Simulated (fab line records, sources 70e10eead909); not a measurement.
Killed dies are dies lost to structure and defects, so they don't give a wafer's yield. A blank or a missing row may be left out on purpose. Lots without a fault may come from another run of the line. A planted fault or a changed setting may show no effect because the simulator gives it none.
Which tool did it? | flow nand_harc | 24 lots, 72 wafers sampled, at 6 steps of a route of 1159

WHAT THE GAUGES READ, wafer by wafer
The record holds no reading of a measuring or inspecting step that can be judged against a usual standard deviation.

WHICH TOOL RAN EACH LOT (tool, then ch and the chambers of the sampled wafers, then the start)
lot  | NHARC_A_STAIRCASE_ETCH_197                    | NHARC_A_STAIRCASE_ETCH_201                    | NHARC_A_STAIRCASE_ETCH_203                    | NHARC_A_STAIRCASE_TRIM_222                    | NHARC_A_STAIRCASE_TRIM_231                    | NHARC_A_STAIRCASE_DESCUM_252
L078 | rie_diel-05 ch 0,2,3, day 13 23:47 or earlier | rie_diel-05 ch 0,3, day 13 23:47 or earlier   | rie_diel-05 ch 0,2, day 13 23:47 or earlier   | rie_diel-04 ch 0,1, day 13 23:47 or earlier   | rie_diel-04 ch 1,2, day 13 23:47 or earlier   | rie_diel-04 ch 0,2, day 13 23:47
L077 | rie_diel-11 ch 0,1,2, day 14 00:49 or earlier | rie_diel-11 ch 1,2, day 14 00:49 or earlier   | rie_diel-11 ch 0,1,2, day 14 00:49 or earlier | rie_diel-11 ch 2,3, day 14 00:49 or earlier   | rie_diel-04 ch 0,3, day 14 00:49 or earlier   | rie_diel-05 ch 0,2, day 14 00:49
L074 | rie_diel-04 ch 0,2,3, day 14 04:17 or earlier | rie_diel-04 ch 0,1, day 14 04:17 or earlier   | rie_diel-04 ch 1,2, day 14 04:17 or earlier   | rie_diel-04 ch 1,2,3, day 14 04:17 or earlier | rie_diel-05 ch 0,1, day 14 04:17 or earlier   | rie_diel-04 ch 2,3, day 14 04:17
L076 | rie_diel-04 ch 0,1,3, day 14 08:49 or earlier | rie_diel-04 ch 1,3, day 14 08:49 or earlier   | rie_diel-04 ch 0,2, day 14 08:49 or earlier   | rie_diel-11 ch 2,3, day 14 08:49 or earlier   | rie_diel-11 ch 2,3, day 14 08:49 or earlier   | rie_diel-05 ch 0,2,3, day 14 08:49
L075 | rie_diel-04 ch 0,2, day 14 10:25 or earlier   | rie_diel-04 ch 2,3, day 14 10:25 or earlier   | rie_diel-04 ch 0,1,3, day 14 10:25 or earlier | rie_diel-05 ch 0,1,2, day 14 10:25 or earlier | rie_diel-05 ch 0,1,2, day 14 10:25 or earlier | rie_diel-11 ch 1,2, day 14 10:25
L080 | rie_diel-04 ch 0,3, day 14 15:39 or earlier   | rie_diel-04 ch 0,1, day 14 15:39 or earlier   | rie_diel-04 ch 1,2,3, day 14 15:39 or earlier | rie_diel-04 ch 1,2, day 14 15:39 or earlier   | rie_diel-11 ch 0,3, day 14 15:39 or earlier   | rie_diel-05 ch 0,2,3, day 14 15:39
L079 | rie_diel-05 ch 0,1,3, day 14 13:42 or earlier | rie_diel-05 ch 2,3, day 14 13:42 or earlier   | rie_diel-05 ch 0,3, day 14 13:42 or earlier   | rie_diel-05 ch 0,3, day 14 13:42 or earlier   | rie_diel-11 ch 0,3, day 14 13:42              | rie_diel-04 ch 0,1,3, day 14 16:22
L082 | rie_diel-11 ch 1,3, day 14 16:41 or earlier   | rie_diel-11 ch 0,2,3, day 14 16:41 or earlier | rie_diel-11 ch 0,2, day 14 16:41 or earlier   | rie_diel-11 ch 0,2, day 14 16:41 or earlier   | rie_diel-04 ch 0,1,2, day 14 16:41 or earlier | rie_diel-04 ch 1,2,3, day 14 16:41
L084 | rie_diel-05 ch 1,3, day 14 19:35 or earlier   | rie_diel-05 ch 0,2,3, day 14 19:35 or earlier | rie_diel-05 ch 0,3, day 14 19:35 or earlier   | rie_diel-11 ch 0,1,3, day 14 19:35 or earlier | rie_diel-11 ch 1,2,3, day 14 19:35 or earlier | rie_diel-05 ch 0,2, day 14 19:35
L081 | rie_diel-11 ch 0,2,3, day 14 20:49 or earlier | rie_diel-11 ch 1,2,3, day 14 20:49 or earlier | rie_diel-11 ch 0,1, day 14 20:49 or earlier   | rie_diel-04 ch 0,2,3, day 14 20:49 or earlier | rie_diel-11 ch 0,1,3, day 14 20:49 or earlier | rie_diel-05 ch 0,1,2, day 14 20:49
L083 | rie_diel-05 ch 0,1,3, day 14 22:37 or earlier | rie_diel-11 ch 1,2,3, day 14 22:37 or earlier | rie_diel-04 ch 0,2, day 14 22:37 or earlier   | rie_diel-05 ch 0,1,3, day 14 22:37 or earlier | rie_diel-04 ch 0,1,3, day 14 22:37 or earlier | rie_diel-04 ch 1,3, day 14 22:37
L085 | rie_diel-05 ch 0,1,2, day 15 02:12 or earlier | rie_diel-05 ch 0,1,2, day 15 02:12 or earlier | rie_diel-05 ch 0,3, day 15 02:12 or earlier   | rie_diel-05 ch 0,2,3, day 15 02:12 or earlier | rie_diel-11 ch 0,2, day 15 02:12 or earlier   | rie_diel-04 ch 0,2,3, day 15 02:12
L087 | rie_diel-04 ch 1,2, day 15 01:29 or earlier   | rie_diel-04 ch 1,2, day 15 01:29 or earlier   | rie_diel-04 ch 2,3, day 15 01:29 or earlier   | rie_diel-05 ch 0,1, day 15 01:29 or earlier   | rie_diel-05 ch 1,2,3, day 15 01:29 or earlier | rie_diel-04 ch 0,2,3, day 15 01:29
L089 | rie_diel-04 ch 2,3, day 15 16:02 or earlier   | rie_diel-04 ch 0,1,3, day 15 16:02 or earlier | rie_diel-04 ch 1,3, day 15 16:02 or earlier   | rie_diel-11 ch 0,2,3, day 15 16:02 or earlier | rie_diel-11 ch 1,3, day 15 16:02 or earlier   | rie_diel-11 ch 0,1,2, day 15 16:02
L086 | rie_diel-11 ch 0,1,2, day 15 16:31 or earlier | rie_diel-11 ch 1,2,3, day 15 16:31 or earlier | rie_diel-11 ch 0,2, day 15 16:31 or earlier   | rie_diel-11 ch 2,3, day 15 16:31 or earlier   | rie_diel-11 ch 1,3, day 15 16:31 or earlier   | rie_diel-04 ch 0,1,3, day 15 16:31
L088 | rie_diel-11 ch 0,2,3, day 15 15:30 or earlier | rie_diel-11 ch 0,1,2, day 15 15:30 or earlier | rie_diel-11 ch 0,1,2, day 15 15:30 or earlier | rie_diel-04 ch 0,2,3, day 15 15:30 or earlier | rie_diel-04 ch 0,1,3, day 15 15:30 or earlier | rie_diel-11 ch 1,2,3, day 15 15:30
L090 | rie_diel-11 ch 0,1,3, day 15 19:33 or earlier | rie_diel-11 ch 2,3, day 15 19:33 or earlier   | rie_diel-11 ch 1,2,3, day 15 19:33 or earlier | rie_diel-11 ch 1,3, day 15 19:33 or earlier   | rie_diel-05 ch 0,1,3, day 15 19:33 or earlier | rie_diel-05 ch 1,3, day 15 19:33
L091 | rie_diel-11 ch 1,2,3, day 15 19:54 or earlier | rie_diel-11 ch 0,1,3, day 15 19:54 or earlier | rie_diel-11 ch 0,1, day 15 19:54 or earlier   | rie_diel-05 ch 0,1, day 15 19:54 or earlier   | rie_diel-05 ch 2,3, day 15 19:54 or earlier   | rie_diel-11 ch 2,3, day 15 19:54
L092 | rie_diel-11 ch 0,2,3, day 15 21:35 or earlier | rie_diel-11 ch 0,1,2, day 15 21:35 or earlier | rie_diel-11 ch 0,1,3, day 15 21:35 or earlier | rie_diel-04 ch 0,1,3, day 15 21:35 or earlier | rie_diel-11 ch 1,3, day 15 21:35 or earlier   | rie_diel-05 ch 0,1,3, day 15 21:35
L093 | rie_diel-04 ch 0,2, day 16 02:30 or earlier   | rie_diel-04 ch 0,2,3, day 16 02:30 or earlier | rie_diel-04 ch 0,1, day 16 02:30 or earlier   | rie_diel-04 ch 1,3, day 16 02:30 or earlier   | rie_diel-11 ch 0,1,2, day 16 02:30 or earlier | rie_diel-04 ch 0,2, day 16 02:30
L095 | rie_diel-04 ch 0,1, day 16 02:40 or earlier   | rie_diel-04 ch 0,1,2, day 16 02:40 or earlier | rie_diel-04 ch 0,1, day 16 02:40 or earlier   | rie_diel-11 ch 1,2, day 16 02:40 or earlier   | rie_diel-05 ch 1,3, day 16 02:40 or earlier   | rie_diel-05 ch 1,2, day 16 02:40
L094 | rie_diel-11 ch 0,1,3, day 16 04:49 or earlier | rie_diel-11 ch 1,2,3, day 16 04:49 or earlier | rie_diel-11 ch 0,2, day 16 04:49 or earlier   | rie_diel-04 ch 2,3, day 16 04:49 or earlier   | rie_diel-04 ch 0,2, day 16 04:49 or earlier   | rie_diel-04 ch 1,3, day 16 04:49
L096 | rie_diel-05 ch 0,1,2, day 17 00:01 or earlier | rie_diel-05 ch 1,2,3, day 17 00:01 or earlier | rie_diel-05 ch 1,2, day 17 00:01 or earlier   | rie_diel-04 ch 1,2, day 17 00:01 or earlier   | rie_diel-04 ch 2,3, day 17 00:01 or earlier   | rie_diel-04 ch 0,1,2, day 17 00:01
L097 | rie_diel-11 ch 1,2, day 17 03:08 or earlier   | rie_diel-11 ch 1,2,3, day 17 03:08 or earlier | rie_diel-11 ch 0,1,2, day 17 03:08 or earlier | rie_diel-11 ch 0,1,3, day 17 03:08 or earlier | rie_diel-11 ch 0,3, day 17 03:08 or earlier   | rie_diel-11 ch 0,1,3, day 17 03:08
- NHARC_A_STAIRCASE_ETCH_197: etches the open film in C4F8/O2, target depth 100 nm, time 40.5 s.
- NHARC_A_STAIRCASE_ETCH_201: etches the open film in C4F8/O2, target depth 100 nm, time 40.5 s.
- NHARC_A_STAIRCASE_ETCH_203: etches the open film in C4F8/O2, target depth 100 nm, time 40.5 s.
- NHARC_A_STAIRCASE_TRIM_222: chemistry O2, time 211.2 s.
- NHARC_A_STAIRCASE_TRIM_231: chemistry O2, time 211.2 s.
- NHARC_A_STAIRCASE_DESCUM_252: chemistry O2, time 3 s.

WHAT THE TOOLS THEMSELVES READ (means of the sampled wafers that have a number; where no wafer has one, the mark that the record gives instead)
NHARC_A_STAIRCASE_ETCH_197.
lot  | tool        | oes_product_au (a.u.) | rf_vpp_V (V)
L078 | rie_diel-05 | 0.924                 | 896
L077 | rie_diel-11 | 0.972                 | 898
L074 | rie_diel-04 | 0.954                 | 898
L076 | rie_diel-04 | 0.941                 | 898
L075 | rie_diel-04 | 0.947                 | 894
L080 | rie_diel-04 | 0.944                 | 900
L079 | rie_diel-05 | 0.938                 | 894
L082 | rie_diel-11 | 0.933                 | 899
L084 | rie_diel-05 | 0.947                 | 893
L081 | rie_diel-11 | 0.942                 | 897
L083 | rie_diel-05 | 0.929                 | 894
L085 | rie_diel-05 | 0.920                 | 897
L087 | rie_diel-04 | 0.955                 | 898
L089 | rie_diel-04 | 0.934                 | 900
L086 | rie_diel-11 | 0.921                 | 898
L088 | rie_diel-11 | 0.923                 | 898
L090 | rie_diel-11 | 0.933                 | 902
L091 | rie_diel-11 | 0.918                 | 896
L092 | rie_diel-11 | 0.919                 | 898
L093 | rie_diel-04 | 0.938                 | 896
L095 | rie_diel-04 | 0.942                 | 896
L094 | rie_diel-11 | 0.973                 | 901
L096 | rie_diel-05 | 0.945                 | 896
L097 | rie_diel-11 | 0.957                 | 892

NHARC_A_STAIRCASE_ETCH_201.
lot  | tool        | oes_product_au (a.u.) | rf_vpp_V (V)
L078 | rie_diel-05 | 0.933                 | 895
L077 | rie_diel-11 | 0.956                 | 893
L074 | rie_diel-04 | 0.948                 | 896
L076 | rie_diel-04 | 0.937                 | 902
L075 | rie_diel-04 | 0.937                 | 900
L080 | rie_diel-04 | 0.939                 | 896
L079 | rie_diel-05 | 0.936                 | 894
L082 | rie_diel-11 | 0.925                 | 898
L084 | rie_diel-05 | 0.931                 | 896
L081 | rie_diel-11 | 0.940                 | 895
L083 | rie_diel-11 | 0.943                 | 896
L085 | rie_diel-05 | 0.931                 | 898
L087 | rie_diel-04 | 0.940                 | 897
L089 | rie_diel-04 | 0.945                 | 898
L086 | rie_diel-11 | 0.930                 | 895
L088 | rie_diel-11 | 0.934                 | 897
L090 | rie_diel-11 | 0.918                 | 894
L091 | rie_diel-11 | 0.928                 | 900
L092 | rie_diel-11 | 0.920                 | 898
L093 | rie_diel-04 | 0.942                 | 898
L095 | rie_diel-04 | 0.945                 | 896
L094 | rie_diel-11 | 0.928                 | 896
L096 | rie_diel-05 | 0.949                 | 895
L097 | rie_diel-11 | 0.934                 | 895

NHARC_A_STAIRCASE_ETCH_203.
lot  | tool        | oes_product_au (a.u.) | rf_vpp_V (V)
L078 | rie_diel-05 | 0.931                 | 899
L077 | rie_diel-11 | 0.953                 | 898
L074 | rie_diel-04 | 0.952                 | 898
L076 | rie_diel-04 | 0.942                 | 896
L075 | rie_diel-04 | 0.938                 | 898
L080 | rie_diel-04 | 0.928                 | 900
L079 | rie_diel-05 | 0.946                 | 893
L082 | rie_diel-11 | 0.922                 | 894
L084 | rie_diel-05 | 0.930                 | 894
L081 | rie_diel-11 | 0.937                 | 903
L083 | rie_diel-04 | 0.953                 | 893
L085 | rie_diel-05 | 0.942                 | 894
L087 | rie_diel-04 | 0.943                 | 900
L089 | rie_diel-04 | 0.937                 | 903
L086 | rie_diel-11 | 0.936                 | 898
L088 | rie_diel-11 | 0.943                 | 898
L090 | rie_diel-11 | 0.928                 | 895
L091 | rie_diel-11 | 0.930                 | 901
L092 | rie_diel-11 | 0.924                 | 901
L093 | rie_diel-04 | 0.931                 | 896
L095 | rie_diel-04 | 0.951                 | 893
L094 | rie_diel-11 | 0.943                 | 899
L096 | rie_diel-05 | 0.936                 | 895
L097 | rie_diel-11 | 0.926                 | 898

NHARC_A_STAIRCASE_TRIM_222.
lot  | tool        | drypump_motor_current_A (A) | oes_product_au (a.u.) | rf_vpp_V (V) | showerhead_plenum_p_Torr (Torr) | throttle_valve_pct (%)
L078 | rie_diel-04 | 6.1                         | 1.008                 | 57.0         | 3.47                            | 17.035
L077 | rie_diel-11 | 5.5                         | 0.985                 | 57.9         | 3.51                            | 17.038
L074 | rie_diel-04 | 5.7                         | 0.999                 | 58.1         | 3.65                            | 17.041
L076 | rie_diel-11 | 5.5                         | 0.982                 | 57.4         | 3.50                            | 17.037
L075 | rie_diel-05 | 5.9                         | 0.998                 | 57.0         | 3.56                            | 17.032
L080 | rie_diel-04 | 6.1                         | 0.999                 | 56.8         | 3.58                            | 17.040
L079 | rie_diel-05 | 5.4                         | 0.993                 | 57.1         | 3.44                            | 17.045
L082 | rie_diel-11 | 6.0                         | 0.997                 | 57.3         | 3.48                            | 17.025
L084 | rie_diel-11 | 5.8                         | 0.999                 | 58.0         | 3.67                            | 17.029
L081 | rie_diel-04 | 6.0                         | 0.997                 | 57.5         | 3.58                            | 17.032
L083 | rie_diel-05 | 5.6                         | 1.003                 | 58.5         | 3.46                            | 17.041
L085 | rie_diel-05 | 5.8                         | 1.000                 | 58.6         | 3.53                            | 17.025
L087 | rie_diel-05 | 5.8                         | 1.001                 | 58.9         | 3.49                            | 17.027
L089 | rie_diel-11 | 5.7                         | 0.981                 | 57.9         | 3.56                            | 17.037
L086 | rie_diel-11 | 5.5                         | 0.995                 | 58.4         | 3.50                            | 17.035
L088 | rie_diel-04 | 6.0                         | 0.999                 | 57.7         | 3.58                            | 17.032
L090 | rie_diel-11 | 5.5                         | 1.000                 | 58.3         | 3.60                            | 17.040
L091 | rie_diel-05 | 5.5                         | 0.998                 | 58.1         | 3.51                            | 17.033
L092 | rie_diel-04 | 5.6                         | 1.004                 | 57.4         | 3.58                            | 17.029
L093 | rie_diel-04 | 5.3                         | 0.999                 | 57.1         | 3.64                            | 17.035
L095 | rie_diel-11 | 5.9                         | 0.996                 | 58.3         | 3.52                            | 17.043
L094 | rie_diel-04 | 5.5                         | 1.002                 | 58.2         | 3.69                            | 17.034
L096 | rie_diel-04 | 6.1                         | 0.997                 | 58.3         | 3.56                            | 17.041
L097 | rie_diel-11 | 5.8                         | 0.990                 | 58.0         | 3.66                            | 17.038

NHARC_A_STAIRCASE_TRIM_231.
lot  | tool        | drypump_motor_current_A (A) | oes_product_au (a.u.) | rf_vpp_V (V) | showerhead_plenum_p_Torr (Torr) | throttle_valve_pct (%)
L078 | rie_diel-04 | 5.7                         | 1.009                 | 58.7         | 3.59                            | 17.047
L077 | rie_diel-04 | 5.5                         | 0.993                 | 58.1         | 3.66                            | 17.038
L074 | rie_diel-05 | 5.8                         | 1.009                 | 58.3         | 3.50                            | 17.047
L076 | rie_diel-11 | 5.7                         | 0.987                 | 58.3         | 3.41                            | 17.043
L075 | rie_diel-05 | 5.9                         | 1.004                 | 57.2         | 3.56                            | 17.041
L080 | rie_diel-11 | 5.6                         | 1.001                 | 57.6         | 3.65                            | 17.031
L079 | rie_diel-11 | 5.8                         | 0.998                 | 58.8         | 3.72                            | 17.038
L082 | rie_diel-04 | 6.1                         | 1.007                 | 57.8         | 3.52                            | 17.030
L084 | rie_diel-11 | 5.6                         | 0.994                 | 57.9         | 3.51                            | 17.043
L081 | rie_diel-11 | 5.8                         | 1.006                 | 58.0         | 3.67                            | 17.032
L083 | rie_diel-04 | 5.6                         | 1.000                 | 57.9         | 3.59                            | 17.025
L085 | rie_diel-11 | 6.0                         | 0.988                 | 58.0         | 3.47                            | 17.037
L087 | rie_diel-05 | 6.0                         | 1.001                 | 58.5         | 3.50                            | 17.033
L089 | rie_diel-11 | 5.5                         | 0.994                 | 58.2         | 3.60                            | 17.035
L086 | rie_diel-11 | 5.5                         | 0.989                 | 58.3         | 3.60                            | 17.038
L088 | rie_diel-04 | 5.6                         | 1.004                 | 57.8         | 3.58                            | 17.038
L090 | rie_diel-05 | 5.6                         | 1.000                 | 58.0         | 3.46                            | 17.040
L091 | rie_diel-05 | 5.8                         | 1.000                 | 56.8         | 3.48                            | 17.036
L092 | rie_diel-11 | 5.6                         | 1.003                 | 59.0         | 3.61                            | 17.035
L093 | rie_diel-11 | 5.9                         | 0.995                 | 57.7         | 3.57                            | 17.033
L095 | rie_diel-05 | 5.9                         | 1.000                 | 58.1         | 3.44                            | 17.033
L094 | rie_diel-04 | 6.5                         | 0.996                 | 57.2         | 3.50                            | 17.035
L096 | rie_diel-04 | 6.0                         | 1.004                 | 58.6         | 3.62                            | 17.033
L097 | rie_diel-11 | 5.8                         | 0.978                 | 59.2         | 3.71                            | 17.026

NHARC_A_STAIRCASE_DESCUM_252.
lot  | tool        | drypump_motor_current_A (A) | oes_product_au (a.u.) | rf_vpp_V (V) | showerhead_plenum_p_Torr (Torr) | throttle_valve_pct (%)
L078 | rie_diel-04 | 6.4                         | 1.007                 | 57.4         | 1.91                            | 11.318
L077 | rie_diel-05 | 5.6                         | 0.999                 | 56.9         | 1.95                            | 11.321
L074 | rie_diel-04 | 6.0                         | 1.006                 | 58.3         | 1.98                            | 11.306
L076 | rie_diel-05 | 5.8                         | 0.997                 | 57.8         | 1.91                            | 11.317
L075 | rie_diel-11 | 5.8                         | 1.001                 | 57.9         | 1.92                            | 11.308
L080 | rie_diel-05 | 5.7                         | 0.995                 | 57.1         | 1.91                            | 11.318
L079 | rie_diel-04 | 5.7                         | 0.998                 | 57.9         | 1.95                            | 11.316
L082 | rie_diel-04 | 5.6                         | 1.007                 | 58.7         | 1.98                            | 11.308
L084 | rie_diel-05 | 6.0                         | 0.994                 | 57.9         | 1.97                            | 11.299
L081 | rie_diel-05 | 5.9                         | 1.000                 | 57.5         | 1.93                            | 11.312
L083 | rie_diel-04 | 5.3                         | 1.000                 | 58.8         | 1.98                            | 11.309
L085 | rie_diel-04 | 6.0                         | 0.996                 | 58.4         | 1.94                            | 11.306
L087 | rie_diel-04 | 6.0                         | 0.992                 | 58.3         | 1.94                            | 11.310
L089 | rie_diel-11 | 5.9                         | 1.006                 | 57.7         | 1.94                            | 11.307
L086 | rie_diel-04 | 5.6                         | 1.002                 | 57.7         | 1.94                            | 11.316
L088 | rie_diel-11 | 5.6                         | 0.985                 | 57.7         | 1.90                            | 11.309
L090 | rie_diel-05 | 5.7                         | 1.001                 | 57.9         | 1.84                            | 11.308
L091 | rie_diel-11 | 5.7                         | 0.984                 | 57.7         | 1.83                            | 11.304
L092 | rie_diel-05 | 5.6                         | 1.003                 | 57.8         | 1.87                            | 11.310
L093 | rie_diel-04 | 6.4                         | 0.999                 | 57.8         | 1.86                            | 11.309
L095 | rie_diel-05 | 6.2                         | 1.004                 | 58.2         | 1.91                            | 11.310
L094 | rie_diel-04 | 5.2                         | 1.002                 | 58.7         | 2.01                            | 11.313
L096 | rie_diel-04 | 6.1                         | 1.009                 | 57.7         | 1.90                            | 11.312
L097 | rie_diel-11 | 5.8                         | 0.986                 | 58.0         | 1.99                            | 11.309

THE ANSWER, worked out from the rows above alone
Rule: what is usual is taken from the lots themselves. Put in order of their means at a reading, lots are off if they are a third of the lots or fewer, leave a main group of 4 or more, and stand apart from it by a gap of 3 or more times the standard deviation of the main group's means; of several such gaps the widest counts. A main group whose means are all the same, to the digits that the tables above print for the reading, isn't used. A lot without any number at a reading at which 4 lots or more have one is off too. The other lots that the step has rows for count as sound. The gauges are gone through in route order, then the tools' own readings, and for those a lot's mean is taken as printed above. The first step at which some lot is off is used, and at that step the reading that is off furthest; a lot without a number counts as furthest.
No lot is off at any reading shown: from this, nothing can be told.

WHAT THE SIMULATOR HAD PUT IN
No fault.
